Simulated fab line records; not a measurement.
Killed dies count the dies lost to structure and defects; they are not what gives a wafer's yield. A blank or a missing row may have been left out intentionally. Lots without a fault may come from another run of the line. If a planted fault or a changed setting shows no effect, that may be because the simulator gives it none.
Matching of chambers	flow n5Finfet	rieDiel-06 running N5_SDB_DESCUM_16: 4 sister chambers
The step chemistry O2, time 7.9 s. 16 wafers are shown with their chamber, then 8 later ones without.

## EACH WAFER AND ITS CHAMBER
wafer	chamber	drypumpMotorCurrentA (A)	throttleValvePct (%)	oesProductAu (a.u.)
L076.4	2	5.3	20.56	0.71
L076.5	2	5.4	20.57	0.71
L076.6	1	5.5	20.27	0.71
L078.3	2	5.3	20.58	0.71
L078.4	3	5.5	20.86	0.67
L078.6	0	6.5	20.46	0.80
L080.2	3	5.5	20.87	0.67
L080.5	1	5.5	20.29	0.70
L080.6	0	6.5	20.45	0.80
L084.2	1	5.5	20.29	0.69
L084.3	0	6.5	20.51	0.78
L084.5	2	5.3	20.59	0.70
L085.2	3	5.5	20.45	0.96
L085.3	0	6.5	20.50	0.78
L085.4	2	5.4	20.62	0.70
L086.1	3	5.5	20.45	0.95

SIGNATURES (averages over the wafers above)
reading	chamber 0	chamber 1	chamber 2	chamber 3	scatter within a chamber
drypumpMotorCurrentA	6.500	5.500	5.340	5.500	0.0316
throttleValvePct	20.4800	20.2833	20.5840	20.6575	0.122
oesProductAu	0.7900	0.7000	0.7060	0.8125	0.0827
Rule: a wafer's distance from a chamber is the root of the sum, over the readings, of the square of ((its reading less the chamber's mean) divided by the reading's scatter). If the next closest chamber is less than 2 further off than the closest, the wafer can't be placed; otherwise it belongs to the closest. How the scatter is found: for the shown wafers, subtract from each reading the mean of its chamber, square and add these, divide the total by (wafers less chambers), then take the root.

## WAFERS WHOSE CHAMBER IS MISSING
wafer	drypumpMotorCurrentA (A)	throttleValvePct (%)	oesProductAu (a.u.)
L086.5	5.5	20.45	0.95
L086.6	6.5	20.50	0.77
L091.1	5.5	20.46	0.91
L091.2	6.5	20.52	0.77
L091.3	5.5	19.89	0.95
L094.1	5.4	19.87	0.92
L094.5	5.5	20.46	0.89
L094.6	5.5	19.87	0.93

## WHICH CHAMBER EACH ONE RAN IN
wafer	from the rows above	in truth
L086.5	can't be placed: 3 or 1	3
L086.6	0	0
L091.1	can't be placed: 3 or 1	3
L091.2	0	0
L091.3	1	1
L094.1	can't be placed: 1 or 2 or 3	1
L094.5	can't be placed: 3 or 1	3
L094.6	1	1
Placed correctly: 4 of 8. These rows do not allow placing 4 (true chamber among the candidates in 4). 0 placed wrongly.
